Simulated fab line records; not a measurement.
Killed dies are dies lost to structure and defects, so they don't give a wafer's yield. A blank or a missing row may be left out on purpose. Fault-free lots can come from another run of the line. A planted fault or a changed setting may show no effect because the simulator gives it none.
fab line records	flow n5_finfet	part 1 of 2: steps 1 to 22 of 32
record lots=5	wafers=15	last_day=18
route steps=1938 shown BEOL_M12@1653 BEOL_M13@1659
lots that met no fault: from a run of the same line without faults
start_h: hours from the record's first day to the start of the lot's first wafer shown	wait_h: hours from the lot's prior step to this one	" identical to the entry in the row above	L1.1+2: a single row standing in for several wafers	- either no value or no given start	* or withheld: withheld	< > ~ a bound
route shown NAME@n: a module of which the file shows steps, and the number in the route of the first	usual: mean/standard deviation of fault-free wafers	same: alike in all rows	chamber/n: place in a boat	sites: each site's reading	_std_site: how widely they spread, as a standard deviation	_edge_site: the outer-site mean with the inner-site mean subtracted	radius_mm: for every site, how far away it sits from the centre of the wafer	mask NAME#n: copy n	behind: the most recent tool/chamber to have shaped the wafer	hold: reason for holding the lot/hours on hold/outcome of the hold	device: whichever transistor did not switch (one of n, p or np)	end of line: tests of these same wafers at the route's end	for a step that has no rows: nothing shown but its recipe	killed: the dies lost at the first sort to structure and to defects; this is not the yield of the wafer	map: dies across one wafer; x = killed, . = not, _ = none there
set.NAME: the setting as run; set.NAME@STEP: as run at that earlier step	model.NAME: the simulator's own value behind a step, which no gauge read
lots at some steps of the route; a table a step, a row a wafer
services: a tool's chamber out of use, with start hour (start_h, from the record's first day; less than 0 if before it), hours out, and reason
## steps
# step N5_BEOL_M12_CMP_49
# recipe stop_on=SiOC	t_overpolish_s=20.6	down_force_psi=1	platen_rpm=50	clearing_platen_down_force_psi=1.5	clearing_platen_rpm=50	post_cmp_clean=cu_alkaline	target_thk_nm=320	clearing_platen_pad_velocity_m_s=0.99484	pad_velocity_m_s=0.99484
# usual barrier_field_endpoint_s=30.6/0.78	motor_current_A=5.7/0.5	overpolish_run_s=20.599/0.0097	retaining_ring_pressure_frac=1.000/0.0052
lot.wafer	tool	chamber	start_h	wait_h	barrier_field_endpoint_s	motor_current_A	overpolish_run_s	retaining_ring_pressure_frac
L082.4	cmp-04	0	281.46	0.1	32.7	6.2	20.589	1.008
L082.1	"	2	"	"	32.3	6.4	20.595	0.995
L082.5	"	1	"	"	30.8	5.4	20.595	1.005
L084.2	cmp-04	2	307.84	0.3	30.5	6.6	20.591	1.003
L084.6	"	3	"	"	29.6	5.3	20.620	0.992
L084.5	"	0	"	"	31.0	5.8	20.598	1.005
L085.2	cmp-02	0	315.89	0.2	31.3	6.3	20.615	0.997
L085.3	"	3	"	"	31.1	5.4	20.571	1.009
L085.5	"	1	"	"	30.7	6.0	20.588	0.999
L096.4	cmp-02	2	386.31	0.2	30.7	6.6	20.607	0.993
L096.2	"	0	"	"	31.4	6.6	20.595	1.004
L096.6	"	2	"	"	31.1	6.2	20.589	0.997
L097.4	cmp-01	3	389.86	0.1	31.3	4.9	20.590	0.995
L097.2	"	0	"	"	31.2	5.2	20.603	0.995
L097.6	"	3	"	"	30.7	4.6	20.590	1.000
# step N5_BEOL_M12_THK_MEAS_50
# recipe thk_meas_gauge=xrf	reads=Cu_of_BEOL_M12_ECD_47
# usual M12_THK=316/6.3
lot.wafer	tool	chamber	start_h	wait_h	M12_THK[nm]
L082.1	film_metro-02	-	281.75	-	328
L082.4	"	-	"	"	326
L082.5	"	-	"	"	329
L084.2	film_metro-02	-	308.02	-	318
L084.5	"	-	"	"	317
L084.6	"	-	"	"	312
L085.2	film_metro-01	-	316.18	-	313
L085.3	"	-	"	"	310
L085.5	"	-	"	"	320
L096.2	film_metro-02	-	386.57	-	316
L096.4	"	-	"	"	309
L096.6	"	-	"	"	314
L097.2	film_metro-02	-	390.16	-	317
L097.4	"	-	"	"	319
L097.6	"	-	"	"	317
# step N5_BEOL_M12_PRE_CLEAN_52
# recipe gas=NH3	time_s=15	temp_c=withheld	rf_power_w=300
lot.wafer	tool	chamber	start_h	wait_h	since_wet_clean_h
L082.1	pecvd-01	2	281.79	0.0	320
L082.4	"	1	"	"	-
L082.5	"	2	"	"	-
L084.2	pecvd-01	1	308.06	0.0	1918
L084.5	"	0	"	"	-
L084.6	"	1	"	"	-
L085.2	pecvd-01	2	316.24	0.1	354
L085.3	"	1	"	"	1926
L085.5	"	1	"	"	-
L096.2	pecvd-04	1	386.60	0.0	1634
L096.4	"	2	"	"	-
L096.6	"	0	"	"	-
L097.2	pecvd-03	0	390.20	0.0	1457
L097.4	"	2	"	"	-
L097.6	"	0	"	"	-
# step N5_BEOL_M12_DEP_53
# recipe material=SiCN	target_thk_a=300	temp_c=withheld	precursor=3MS/NH3	pressure_torr=3	rf_w=675	time_s=10.5
# usual showerhead_plenum_p_Torr=4.171/0.024	throttle_valve_pct=17.5/0.89
lot.wafer	tool	chamber	start_h	wait_h	showerhead_plenum_p_Torr	since_wet_clean_h	throttle_valve_pct
L082.1	pecvd-01	2	281.81	0.0	4.217	320	16.3
L082.4	"	1	"	"	4.163	-	17.9
L082.5	"	2	"	"	4.213	-	16.2
L084.2	pecvd-01	1	308.08	0.0	4.172	1918	17.8
L084.5	"	0	"	"	4.197	-	17.6
L084.6	"	1	"	"	4.177	-	17.8
L085.2	pecvd-01	2	316.27	0.0	4.211	354	16.3
L085.3	"	1	"	"	4.179	1926	17.9
L085.5	"	1	"	"	4.167	-	18.0
L096.2	pecvd-04	1	386.63	0.0	4.177	1634	17.7
L096.4	"	2	"	"	4.157	-	16.8
L096.6	"	0	"	"	4.157	-	17.5
L097.2	pecvd-03	0	390.23	0.0	4.168	1457	17.0
L097.4	"	2	"	"	4.186	-	18.6
L097.6	"	0	"	"	4.149	-	17.3
# step N5_BEOL_M12_RS_MEAS_54
# recipe thk_meas_gauge=four-point-probe	reads=Cu_of_BEOL_M12_ECD_47+Ta_of_BEOL_M12_SPUTTER_44+TaN_of_BEOL_M12_SPUTTER_43
# usual M12_RS=0.0600/0.00084
lot.wafer	tool	chamber	start_h	wait_h	M12_RS[ohm/sq]
L082.1	film_metro-01	-	281.88	0.0	0.0593
L082.4	"	-	"	"	0.0593
L082.5	"	-	"	"	0.0587
L084.2	film_metro-01	-	308.14	0.0	0.0599
L084.5	"	-	"	"	0.0599
L084.6	"	-	"	"	0.0612
L085.2	film_metro-01	-	316.33	0.0	0.0600
L085.3	"	-	"	"	0.0611
L085.5	"	-	"	"	0.0591
L096.2	film_metro-02	-	386.69	0.0	0.0598
L096.4	"	-	"	"	0.0613
L096.6	"	-	"	"	0.0598
L097.2	film_metro-02	-	390.31	0.1	0.0596
L097.4	"	-	"	"	0.0592
L097.6	"	-	"	"	0.0596
# step N5_BEOL_M12_INSPECT_55
# recipe inspect_instrument=darkfield	mode=post_dep
# usual raw_defect_count=66/22
lot.wafer	tool	chamber	start_h	wait_h	raw_defect_count
L082.1	defect_inspect-01	-	281.90	0.0	78
L082.4	"	-	"	"	64
L082.5	"	-	"	"	57
L084.2	defect_inspect-02	-	308.17	0.0	36
L084.5	"	-	"	"	36
L084.6	"	-	"	"	42
L085.2	defect_inspect-02	-	316.64	0.3	61
L085.3	"	-	"	"	111
L085.5	"	-	"	"	96
L096.2	defect_inspect-02	-	386.72	0.0	48
L096.4	"	-	"	"	80
L096.6	"	-	"	"	68
L097.2	defect_inspect-02	-	390.34	0.0	90
L097.4	"	-	"	"	78
L097.6	"	-	"	"	46
# step N5_BEOL_M13_ILD_DEP_00
# recipe material=SiOC	target_thk_a=8379.2	temp_c=350	precursor=DEMS/O2	pressure_torr=5	rf_w=500	time_s=166.4
# usual heater_power_w=479/67	showerhead_plenum_p_Torr=5.702/0.015	throttle_valve_pct=11.8/0.56
lot.wafer	tool	chamber	start_h	wait_h	heater_power_w	showerhead_plenum_p_Torr	since_wet_clean_h	throttle_valve_pct
L082.1	pecvd-03	0	281.94	0.0	463	5.680	1348	11.4
L082.4	"	1	"	"	423	5.678	-	12.7
L082.5	"	2	"	"	358	5.722	-	12.4
L084.2	pecvd-03	1	308.21	0.0	402	5.680	2100	12.8
L084.5	"	0	"	"	493	5.701	-	11.4
L084.6	"	1	"	"	448	5.675	-	12.6
L085.2	pecvd-03	1	316.67	0.0	449	5.685	2108	12.7
L085.3	"	0	"	"	484	5.680	1383	11.4
L085.5	"	2	"	"	359	5.715	-	12.4
L096.2	pecvd-01	0	386.75	0.0	538	5.726	299	11.8
L096.4	"	0	"	"	555	5.725	-	11.8
L096.6	"	1	"	"	594	5.696	-	11.8
L097.2	pecvd-02	2	390.37	0.0	572	5.699	340	11.9
L097.4	"	2	"	"	618	5.699	-	11.7
L097.6	"	0	"	"	431	5.701	-	11.6
# step N5_BEOL_M13_THK_MEAS_01
# recipe reads=SiOC_of_BEOL_M13_ILD_DEP_00
# usual M13_ILD_THK=840/11
lot.wafer	tool	chamber	start_h	wait_h	M13_ILD_THK[nm]
L082.1	film_metro-02	-	282.09	0.1	823
L082.4	"	-	"	"	844
L082.5	"	-	"	"	841
L084.2	film_metro-01	-	308.36	0.1	829
L084.5	"	-	"	"	835
L084.6	"	-	"	"	856
L085.2	film_metro-01	-	316.83	0.1	844
L085.3	"	-	"	"	846
L085.5	"	-	"	"	850
L096.2	film_metro-02	-	386.91	0.1	827
L096.4	"	-	"	"	848
L096.6	"	-	"	"	849
L097.2	film_metro-01	-	390.53	0.1	838
L097.4	"	-	"	"	845
L097.6	"	-	"	"	859
# step N5_BEOL_M13_COAT_58
# recipe resist=BARC	temp_c=205	time_s=60	spin_rpm=1500	resist_thk_nm=89
# usual heater_power_total_W=391.9/1.3
lot.wafer	tool	chamber	start_h	wait_h	heater_power_total_W
L082.1	litho_track-03	0	282.12	0.0	391.6
L082.4	"	0	"	"	393.6
L082.5	"	0	"	"	393.8
L084.2	litho_track-03	0	308.39	0.0	394.0
L084.5	"	0	"	"	393.8
L084.6	"	0	"	"	391.0
L085.2	litho_track-01	0	316.86	0.0	391.9
L085.3	"	0	"	"	389.5
L085.5	"	0	"	"	391.6
L096.2	litho_track-04	0	386.94	0.0	390.1
L096.4	"	0	"	"	392.2
L096.6	"	0	"	"	391.4
L097.2	litho_track-04	0	390.56	0.0	393.1
L097.4	"	0	"	"	392.9
L097.6	"	0	"	"	389.6
# step N5_BEOL_M13_COAT_04
# recipe spin_rpm=1625	resist_thk_nm=400
lot.wafer	tool	chamber	start_h	wait_h
L082.1+4+5	litho_track-03	0	-	-
L084.2+5+6	litho_track-03	0	-	-
L085.2+3+5	litho_track-01	0	-	-
L096.2+4+6	litho_track-04	0	-	-
L097.2+4+6	litho_track-04	0	-	-
# step N5_BEOL_M13_EBR_06
# recipe solvent=PGMEA	ebr_width_mm=1.5
# same ebr_width_mm=1.5
lot.wafer	tool	chamber	start_h	wait_h
L082.1+4+5	litho_track-03	0	-	-
L084.2+5+6	litho_track-03	0	-	-
L085.2+3+5	litho_track-01	0	-	-
L096.2+4+6	litho_track-04	0	-	-
L097.2+4+6	litho_track-04	0	-	-
# step N5_BEOL_M13_SOFTBAKE_05
# recipe temp_c=130	time_s=60
# usual heater_power_total_W=218.9/1.6
lot.wafer	tool	chamber	start_h	wait_h	heater_power_total_W
L082.1	litho_track-03	0	-	-	221.0
L082.4	"	0	"	"	220.7
L082.5	"	0	"	"	220.7
L084.2	litho_track-03	0	-	-	218.4
L084.5	"	0	"	"	219.1
L084.6	"	0	"	"	220.9
L085.2	litho_track-01	0	-	-	216.8
L085.3	"	0	"	"	220.7
L085.5	"	0	"	"	219.9
L096.2	litho_track-04	0	-	-	216.9
L096.4	"	0	"	"	216.6
L096.6	"	0	"	"	217.6
L097.2	litho_track-04	0	-	-	220.8
L097.4	"	0	"	"	218.8
L097.6	"	0	"	"	220.8
# step N5_BEOL_M13_EXPOSE_07
# recipe mask_id=V12	na=0.93	source_shape=conventional	sigma_outer=0.6	polarization=unpolarized	attpsm_phase_deg=180	dose_mj=24.8
# usual stage_vel_mm_s=500.05/0.23
lot.wafer	tool	chamber	start_h	wait_h	mask	stage_vel_mm_s
L082.1	krf_scanner-01	0	282.35	-	V12#0	500.41
L082.4	"	0	"	"	V12#0	500.23
L082.5	"	0	"	"	V12#0	500.04
L084.2	krf_scanner-01	0	308.62	-	V12#0	500.18
L084.5	"	0	"	"	V12#0	500.13
L084.6	"	0	"	"	V12#0	499.95
L085.2	krf_scanner-01	0	316.96	-	V12#0	500.03
L085.3	"	0	"	"	V12#0	499.92
L085.5	"	0	"	"	V12#0	499.92
L096.2	krf_scanner-02	0	387.17	-	V12#0	499.68
L096.4	"	0	"	"	V12#0	499.77
L096.6	"	0	"	"	V12#0	500.13
L097.2	krf_scanner-01	0	390.66	-	V12#0	500.26
L097.4	"	0	"	"	V12#0	500.48
L097.6	"	0	"	"	V12#0	500.00
# step N5_BEOL_M13_PEB_08
# recipe peb_temp_c=130	peb_time_s=90
# usual heater_power_total_W=172.4/0.77
lot.wafer	tool	chamber	start_h	wait_h	heater_power_total_W
L082.1	litho_track-04	0	282.40	0.1	173.2
L082.4	"	0	"	"	173.0
L082.5	"	0	"	"	172.1
L084.2	litho_track-01	0	308.67	0.0	172.3
L084.5	"	0	"	"	171.8
L084.6	"	0	"	"	172.2
L085.2	litho_track-04	0	317.01	0.0	172.0
L085.3	"	0	"	"	172.9
L085.5	"	0	"	"	172.3
L096.2	litho_track-03	0	387.22	0.0	172.6
L096.4	"	0	"	"	173.3
L096.6	"	0	"	"	172.3
L097.2	litho_track-04	0	390.71	0.0	172.7
L097.4	"	0	"	"	171.4
L097.6	"	0	"	"	172.0
# step N5_BEOL_M13_DEVELOP_09
# recipe develop_time_s=45	rinse_liquid=diw	dry=air_spin	dev_temp_c=21
lot.wafer	tool	chamber	start_h	wait_h
L082.1+4+5	litho_track-04	0	-	-
L084.2+5+6	litho_track-01	0	-	-
L085.2+3+5	litho_track-04	0	-	-
L096.2+4+6	litho_track-03	0	-	-
L097.2+4+6	litho_track-04	0	-	-
# step N5_BEOL_M13_HARDBAKE_14
# recipe temp_c=130	time_s=120
# usual heater_power_total_W=148.1/0.91
lot.wafer	tool	chamber	start_h	wait_h	heater_power_total_W
L082.1	litho_track-04	0	-	-	147.4
L082.4	"	0	"	"	147.0
L082.5	"	0	"	"	149.4
L084.2	litho_track-01	0	-	-	147.7
L084.5	"	0	"	"	147.3
L084.6	"	0	"	"	148.8
L085.2	litho_track-04	0	-	-	149.0
L085.3	"	0	"	"	147.7
L085.5	"	0	"	"	148.1
L096.2	litho_track-03	0	-	-	147.7
L096.4	"	0	"	"	146.6
L096.6	"	0	"	"	149.1
L097.2	litho_track-04	0	-	-	149.0
L097.4	"	0	"	"	149.0
L097.6	"	0	"	"	149.2
# step N5_BEOL_M13_CD_MEAS_10
# recipe target_cd_nm=190	landing_energy_ev=500	detector=se_inlens	polarity=opening
# usual cd_nm=190.0/1.8
lot.wafer	tool	chamber	start_h	wait_h	cd_nm
L082.1	cd_sem-01	0	282.52	-	189.2
L082.4	"	0	"	"	189.2
L082.5	"	0	"	"	187.5
L084.2	cd_sem-01	0	308.79	-	186.3
L084.5	"	0	"	"	187.6
L084.6	"	0	"	"	186.4
L085.2	cd_sem-03	0	317.13	-	187.4
L085.3	"	0	"	"	185.6
L085.5	"	0	"	"	188.7
L096.2	cd_sem-01	0	387.33	-	188.9
L096.4	"	0	"	"	189.6
L096.6	"	0	"	"	189.7
L097.2	cd_sem-02	0	390.83	-	189.8
L097.4	"	0	"	"	190.2
L097.6	"	0	"	"	190.9
# step N5_BEOL_M13_OVL_MEAS_11
# recipe points_per_wafer=44
# usual V12_OVL=1/5.9
lot.wafer	tool	chamber	start_h	wait_h	V12_OVL[nm]
L082.1	overlay-02	0	282.55	0.0	6
L082.4	"	0	"	"	1
L082.5	"	0	"	"	9
L084.2	overlay-01	0	308.82	0.0	-1
L084.5	"	0	"	"	-3
L084.6	"	0	"	"	-6
L085.2	overlay-02	0	317.16	0.0	7
L085.3	"	0	"	"	13
L085.5	"	0	"	"	6
L096.2	overlay-01	0	387.36	0.0	9
L096.4	"	0	"	"	7
L096.6	"	0	"	"	9
L097.2	overlay-02	0	390.86	0.0	9
L097.4	"	0	"	"	9
L097.6	"	0	"	"	8
# step N5_BEOL_M13_INSPECT_12
# recipe mode=adi	inspect_instrument=macro
# usual raw_defect_count=2.1/1.4
lot.wafer	tool	chamber	start_h	wait_h	raw_defect_count
L082.1	defect_inspect-01	-	282.57	0.0	3
L082.4	"	-	"	"	1
L082.5	"	-	"	"	3
L084.2	defect_inspect-02	-	308.84	0.0	0
L084.5	"	-	"	"	2
L084.6	"	-	"	"	3
L085.2	defect_inspect-02	-	317.18	0.0	4
L085.3	"	-	"	"	5
L085.5	"	-	"	"	2
L096.2	defect_inspect-01	-	387.39	0.0	2
L096.4	"	-	"	"	1
L096.6	"	-	"	"	1
L097.2	defect_inspect-01	-	390.88	0.0	3
L097.4	"	-	"	"	2
L097.6	"	-	"	"	2
# step N5_BEOL_M13_DESCUM_15
# recipe chemistry=O2	time_s=7.9	source_power_w=50	bias_power_w=20	pressure_mtorr=20	rf_frequency_hz=2.712e+07	temp_c=40	o2_flow_sccm=225
# usual bias_power_w=19.99/0.056	drypump_motor_current_A=5.9/0.39	oes_product_au=0.77/0.088	rf_vpp_V=243.5/1.5	showerhead_plenum_p_Torr=2.11/0.087	throttle_valve_pct=20.40/0.25
lot.wafer	tool	chamber	start_h	wait_h	bias_power_w	drypump_motor_current_A	oes_product_au	rf_hours_counter_h	rf_vpp_V	showerhead_plenum_p_Torr	throttle_valve_pct
L082.1	rie_diel-01	3	282.62	0.0	20.01	5.8	0.70	228	244.3	2.15	20.39
L082.4	"	0	"	"	19.95	5.5	0.77	103	246.5	2.21	20.60
L082.5	"	1	"	"	20.01	6.3	0.75	-	245.0	2.19	20.14
L084.2	rie_diel-01	0	308.87	0.0	20.08	5.5	0.78	110	244.3	2.20	20.61
L084.5	"	1	"	"	19.91	6.3	0.75	-	244.9	2.18	20.14
L084.6	"	2	"	"	19.97	6.4	0.71	-	241.7	1.98	20.29
L085.2	rie_diel-05	2	317.29	0.1	20.03	5.6	0.92	25	244.3	2.15	20.40
L085.3	"	1	"	"	20.00	6.1	0.98	1	245.1	2.22	19.76
L085.5	"	2	"	"	19.97	5.6	0.92	-	244.7	2.15	20.40
L096.2	rie_diel-06	0	387.42	0.0	19.96	4.9	0.89	38	245.4	2.24	20.72
L096.4	"	3	"	"	20.00	6.3	0.73	-	243.5	2.09	20.51
L096.6	"	1	"	"	20.01	5.9	0.77	-	244.3	2.10	20.40
L097.2	rie_diel-05	0	390.92	0.0	20.05	5.5	0.70	208	242.0	1.98	20.75
L097.4	"	2	"	"	19.98	5.6	0.87	52	243.7	2.14	20.43
L097.6	"	3	"	"	20.03	5.8	0.97	-	243.7	2.15	20.27
# step N5_BEOL_M13_ETCH_59
# recipe chemistry=N2/H2	target=BARC	target_depth_a=890	overetch_a=267	time_s=67.9	ion_energy_ev=200	pressure_mtorr=30	source_w=840	bias_w=150	n2_flow_sccm=200	h2_flow_sccm=200
# usual bias_w=150.0/0.45	drypump_motor_current_A=5.9/0.39	h2_flow_sccm=200.0/0.59	oes_product_au=0.66/0.068	rf_vpp_V=524.6/2.9	showerhead_plenum_p_Torr=2.57/0.1	throttle_valve_pct=17.84/0.27
lot.wafer	tool	chamber	start_h	wait_h	bias_w	drypump_motor_current_A	h2_flow_sccm	oes_product_au	rf_hours_counter_h	rf_vpp_V	showerhead_plenum_p_Torr	throttle_valve_pct
L082.1	rie_diel-01	3	282.65	0.0	150.6	5.7	199.1	0.60	228	526.2	2.62	17.95
L082.4	"	0	"	"	150.7	5.5	199.8	0.67	103	527.8	2.68	17.94
L082.5	"	1	"	"	149.5	6.3	201.2	0.65	-	525.9	2.63	17.43
L084.2	rie_diel-01	0	308.91	0.0	149.3	5.5	200.8	0.67	110	526.6	2.67	17.97
L084.5	"	1	"	"	150.1	6.3	199.8	0.63	-	526.0	2.63	17.46
L084.6	"	2	"	"	150.3	6.4	199.8	0.60	-	520.6	2.42	17.78
L085.2	rie_diel-05	2	317.33	0.0	149.7	5.6	200.7	0.76	25	524.8	2.59	17.71
L085.3	"	1	"	"	150.4	6.1	199.0	0.82	1	528.0	2.72	17.22
L085.5	"	2	"	"	149.4	5.6	200.4	0.76	-	524.8	2.59	17.69
L096.2	rie_diel-06	0	387.46	0.0	149.7	4.9	199.7	0.74	38	527.4	2.68	17.93
L096.4	"	3	"	"	150.1	6.3	199.3	0.64	-	524.2	2.56	18.12
L096.6	"	1	"	"	150.8	5.8	199.6	0.66	-	524.6	2.57	17.92
L097.2	rie_diel-05	0	390.95	0.0	150.5	5.6	199.2	0.60	208	519.6	2.41	18.25
L097.4	"	2	"	"	150.2	5.6	200.6	0.73	52	525.0	2.58	17.73
L097.6	"	3	"	"	150.2	5.8	200.3	0.83	-	527.4	2.61	17.72
# step N5_BEOL_M13_VIA_ETCH_16
# recipe chemistry=C4F8/O2/Ar	target=SiOC	pressure_mtorr=30	source_w=3000	bias_w=700	Ar_flow_sccm=400	C4F8_flow_sccm=15	O2_flow_sccm=8	he_inner_torr=15	he_outer_torr=30	target_depth_a=9217	time_s=withheld	ion_energy_ev=250	ends=cleared
# usual bias_w=700.3/2.2	drypump_motor_current_A=5.9/0.39	he_outer_torr=30.01/0.055	oes_product_au=0.69/0.077	rf_vpp_V=666/3.7	showerhead_plenum_p_Torr=3.45/0.13	throttle_valve_pct=24.16/0.25
lot.wafer	tool	chamber	start_h	wait_h	bias_w	drypump_motor_current_A	he_outer_torr	oes_product_au	rf_vpp_V	showerhead_plenum_p_Torr	throttle_valve_pct
L082.1	rie_diel-01	3	282.70	0.0	698.7	5.7	30.05	0.63	669	3.51	24.16
L082.4	"	0	"	"	701.8	5.5	30.04	0.72	670	3.59	24.34
L082.5	"	1	"	"	703.9	6.3	30.00	0.68	668	3.54	23.80
L084.2	rie_diel-01	0	308.96	0.0	702.5	5.5	29.92	0.71	669	3.58	24.36
L084.5	"	1	"	"	703.0	6.3	30.02	0.68	669	3.54	23.81
L084.6	"	2	"	"	701.1	6.4	29.96	0.64	660	3.25	24.03
L085.2	rie_diel-05	2	317.38	0.0	699.1	5.6	30.00	0.83	667	3.47	24.03
L085.3	"	1	"	"	700.8	6.1	29.95	0.88	671	3.64	23.62
L085.5	"	2	"	"	703.0	5.6	29.95	0.83	665	3.47	24.02
L096.2	rie_diel-06	0	387.51	0.0	701.8	4.9	30.03	0.80	670	3.62	24.51
L096.4	"	3	"	"	700.2	6.3	29.98	0.67	668	3.43	24.32
L096.6	"	1	"	"	702.0	5.9	29.99	0.71	667	3.46	24.34
L097.2	rie_diel-05	0	391.00	0.0	698.4	5.5	29.93	0.63	660	3.25	24.48
L097.4	"	2	"	"	702.8	5.6	30.02	0.78	666	3.45	24.07
L097.6	"	3	"	"	699.6	5.8	30.05	0.89	667	3.52	24.19
